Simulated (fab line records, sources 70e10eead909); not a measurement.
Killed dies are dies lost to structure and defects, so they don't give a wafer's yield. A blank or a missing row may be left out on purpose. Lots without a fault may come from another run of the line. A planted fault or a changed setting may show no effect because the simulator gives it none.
A struck lot beside a sound one | flow nand_harc | 14 steps out of a route of 1302
Sound: wafers L234.3, L234.4, L234.6. Struck: wafers L227.1, L227.4, L227.6. The cause comes at the end.
At each step with rows: each side's tool, then ch and its chambers, then its first start. Under that, the readings that differ: sound wafers | struck wafers | difference of the means | sigmas: that difference in standard deviations of wafers without a fault.
alike: readings whose means differ by less than 2 such deviations, and words and numbers that are the same on both sides. not compared: withheld readings, readings that some wafer has no value for, bounds like >300 that may hide the same value, and numbers for which the record gives no deviation and whose values overlap.
The two part at a step that has a row with sigmas, a row that says differs or no value, or rows on one side only. Numbers that don't overlap but have no deviation are shown without sigmas and don't part them. A reading that every wafer of one side lacks parts them only if that side has two wafers or more.

NHARC_P_M2_DEP_33: deposits SiCN, target thk 30 nm.
  sound on pecvd-02 ch 0,1, day 12 20:34; struck on pecvd-02 ch 0,1,2, day 9 16:13
  alike: heater_power_w
NHARC_P_BONDPAD_DEP_00: deposits SiCN, target thk 250 nm.
  sound on pecvd-01 ch 0, day 12 21:12; struck on pecvd-01 ch 0,2, day 9 16:41
  alike: heater_power_w
NHARC_P_BONDPAD_CMP_32: polishes SiCN, target thk 200 nm.
  sound on cmp-04 ch 0,1,2, day 12 21:54; struck on cmp-01 ch 1,2,3, day 9 17:02
  alike: motor_current_A, slurry_flow_ml_min
NHARC_P_BONDPAD_THK_MEAS_33: measures by ellipsometry.
  sound on film_metro-02, day 12 22:09; struck on film_metro-02, day 9 17:15
  alike: thk_nm
then, 8 steps without rows for these wafers: NHARC_P_BONDPAD_SRD_34; NHARC_P_BONDPAD_DEHYDRATE_01 (time 120 s); NHARC_P_BONDPAD_HMDS_02 (time 30 s); NHARC_P_BONDPAD_COAT_36 (time 65 s); NHARC_P_BONDPAD_COAT_03 (resist thk 600 nm); NHARC_P_BONDPAD_SOFTBAKE_04 (time 70 s); NHARC_P_BONDPAD_EBR_05; NHARC_P_BONDPAD_EXPOSE_06 (exposes mask P BPAD).
NHARC_P_BONDPAD_PEB_07: peb time 80 s.
  sound on litho_track-07 ch 0, day 12 22:38; struck on litho_track-05, day 9 17:37
  no value came back on the struck wafers for chill_plate_temp_C (C), exhaust_pa (Pa), plate_temp_C (C); on the sound wafers chill_plate_temp_C (C) reads 22.99 22.80 22.97
then, 1 step without rows for these wafers: NHARC_P_BONDPAD_DEVELOP_08 (time 50 s).

WHERE THEY PART
Only at NHARC_P_BONDPAD_PEB_07, within this record.

WHY: what the simulator had put in
Skipped step whole: litho_track-05, from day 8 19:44 on, at NHARC_P_BONDPAD_PEB_07. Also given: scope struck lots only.
